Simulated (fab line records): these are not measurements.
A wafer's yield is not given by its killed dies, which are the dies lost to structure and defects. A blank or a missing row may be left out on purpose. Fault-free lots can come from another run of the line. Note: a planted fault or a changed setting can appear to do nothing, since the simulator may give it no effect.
Chamber matching | flow n5 finfet | 4 sister chambers for N5_DUMMY_REMOVAL_HM_STRIP_01 on rie diel-04
The step strips SiNx in CH3F/O2, stops on poly-Si, target depth 4 nm, time 6.8 s. 14 wafers are shown with their chamber, then 7 later ones without.

WAFERS WITH THEIR CHAMBER
wafer  | chamber | throttle valve pct (%) | showerhead plenum p Torr (Torr) | oes product au (a.u.)
L075.1 | 0       | 16.22                  | 2.01                            | 0.67
L075.2 | 1       | 16.04                  | 1.96                            | 0.74
L075.3 | 2       | 16.36                  | 1.90                            | 0.58
L075.4 | 3       | 15.91                  | 2.01                            | 0.66
L075.5 | 2       | 16.35                  | 1.90                            | 0.58
L075.6 | 1       | 16.04                  | 1.96                            | 0.74
L076.2 | 2       | 16.36                  | 1.90                            | 0.58
L076.3 | 0       | 16.23                  | 2.01                            | 0.67
L076.5 | 3       | 15.90                  | 2.01                            | 0.66
L079.1 | 2       | 16.36                  | 1.89                            | 0.58
L079.2 | 3       | 15.89                  | 2.01                            | 0.65
L079.5 | 3       | 15.90                  | 2.01                            | 0.65
L085.4 | 3       | 15.92                  | 2.00                            | 0.64
L085.5 | 2       | 16.38                  | 1.89                            | 0.57

SIGNATURES (means of the wafers above)
reading                  | chamber 0 | chamber 1 | chamber 2 | chamber 3 | scatter within a chamber
throttle valve pct       | 16.2250   | 16.0400   | 16.3620   | 15.9040   | 0.0102
showerhead plenum p Torr | 2.0100    | 1.9600    | 1.8960    | 2.0080    | 0.00447
oes product au           | 0.6700    | 0.7400    | 0.5780    | 0.6520    | 0.006
Rule: for a wafer and a chamber, the distance is found by dividing, reading by reading, the gap between the wafer's reading and the chamber's mean by the reading's scatter, squaring, summing and taking the root. If the next closest chamber is less than 2 further off than the closest, the wafer can't be placed; otherwise it belongs to the closest. The scatter: the root of (the sum of the squares of (reading less its chamber's mean) over the shown wafers, divided by (wafers less chambers)).

WAFERS MISSING THEIR CHAMBER
wafer  | throttle valve pct (%) | showerhead plenum p Torr (Torr) | oes product au (a.u.)
L085.6 | 15.93                  | 2.00                            | 0.64
L092.1 | 15.93                  | 2.00                            | 0.65
L092.4 | 16.37                  | 1.89                            | 0.57
L092.6 | 16.29                  | 2.00                            | 0.64
L095.1 | 16.29                  | 2.00                            | 0.64
L095.3 | 16.40                  | 1.89                            | 0.57
L095.5 | 16.11                  | 1.95                            | 0.70

WHICH CHAMBER EACH WENT THROUGH
wafer  | from the rows above | in truth
L085.6 | 3                   | 3
L092.1 | 3                   | 3
L092.4 | 2                   | 2
L092.6 | 0                   | 0
L095.1 | 0                   | 0
L095.3 | 2                   | 2
L095.5 | 1                   | 1
Placed correctly: 7 of 7. From these rows, 0 cannot be placed. Wrongly placed: 0.
